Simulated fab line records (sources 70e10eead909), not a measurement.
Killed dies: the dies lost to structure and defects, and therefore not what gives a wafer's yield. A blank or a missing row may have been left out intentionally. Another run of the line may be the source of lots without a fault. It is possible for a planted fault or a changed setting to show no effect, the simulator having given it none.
Chamber matching + flow nand harc + rie diel-08 running NHARC_A_M1_DESCUM_14: 4 sister chambers
The step chemistry O2, time 3 s. 18 wafers are shown with their chamber, then 9 later ones without.

## EACH WAFER AND ITS CHAMBER
| wafer  | chamber | drypump motor current A (A) | throttle valve pct (%) | oes product au (a.u.) |
|--------|---------|-----------------------------|------------------------|-----------------------|
| L075.1 | 2       | 5.1                         | 11.304                 | 0.999                 |
| L075.3 | 0       | 5.5                         | 11.306                 | 1.000                 |
| L075.5 | 2       | 5.1                         | 11.302                 | 1.006                 |
| L078.1 | 1       | 5.3                         | 11.305                 | 1.007                 |
| L078.2 | 2       | 5.1                         | 11.307                 | 1.001                 |
| L078.3 | 3       | 6.4                         | 11.326                 | 1.013                 |
| L077.2 | 0       | 5.5                         | 11.322                 | 1.005                 |
| L077.4 | 3       | 6.4                         | 11.322                 | 1.011                 |
| L077.6 | 0       | 5.5                         | 11.311                 | 1.008                 |
| L079.1 | 0       | 5.5                         | 11.309                 | 1.010                 |
| L079.2 | 3       | 6.5                         | 11.320                 | 1.012                 |
| L079.3 | 2       | 5.1                         | 11.306                 | 1.005                 |
| L081.1 | 3       | 6.4                         | 11.325                 | 1.012                 |
| L081.3 | 1       | 5.3                         | 11.330                 | 1.016                 |
| L081.5 | 1       | 5.3                         | 11.317                 | 1.018                 |
| L082.1 | 0       | 5.5                         | 11.306                 | 1.004                 |
| L082.2 | 3       | 6.4                         | 11.324                 | 1.000                 |
| L082.3 | 1       | 5.3                         | 11.310                 | 1.000                 |

SIGNATURES (means of the wafers above)
| reading                 | chamber 0 | chamber 1 | chamber 2 | chamber 3 | scatter within a chamber |
|-------------------------|-----------|-----------|-----------|-----------|--------------------------|
| drypump motor current A | 5.500     | 5.300     | 5.100     | 6.420     | 0.0239                   |
| throttle valve pct      | 11.31080  | 11.31550  | 11.30475  | 11.32340  | 0.00636                  |
| oes product au          | 1.00540   | 1.01025   | 1.00275   | 1.00960   | 0.00546                  |
Rule: a wafer's distance from a chamber is the root of the sum, over the readings, of the square of ((its reading less the chamber's mean) divided by the reading's scatter). The wafer belongs to the nearest chamber; if the next one is less than 2 further off, it can't be placed. The scatter: the root of (the sum of the squares of (reading less its chamber's mean) over the shown wafers, divided by (wafers less chambers)).

## WAFERS WHOSE CHAMBER IS MISSING
| wafer  | drypump motor current A (A) | throttle valve pct (%) | oes product au (a.u.) |
|--------|-----------------------------|------------------------|-----------------------|
| L085.1 | 5.5                         | 11.313                 | 1.013                 |
| L085.4 | 6.5                         | 11.320                 | 1.006                 |
| L085.5 | 6.5                         | 11.310                 | 0.996                 |
| L086.1 | 5.5                         | 11.311                 | 1.003                 |
| L086.2 | 5.3                         | 11.319                 | 0.993                 |
| L086.5 | 5.3                         | 11.321                 | 1.000                 |
| L095.1 | 5.1                         | 11.316                 | 0.997                 |
| L095.2 | 6.4                         | 11.317                 | 1.005                 |
| L095.5 | 5.1                         | 11.315                 | 1.000                 |

## WHICH CHAMBER EACH ONE RAN IN
| wafer  | from the rows above | in truth |
|--------|---------------------|----------|
| L085.1 | 0                   | 0        |
| L085.4 | 3                   | 3        |
| L085.5 | 3                   | 3        |
| L086.1 | 0                   | 0        |
| L086.2 | 1                   | 1        |
| L086.5 | 1                   | 1        |
| L095.1 | 2                   | 2        |
| L095.2 | 3                   | 3        |
| L095.5 | 2                   | 2        |
Placed correctly: 9 of 9. Can't be placed from these rows: 0. 0 placed wrongly.
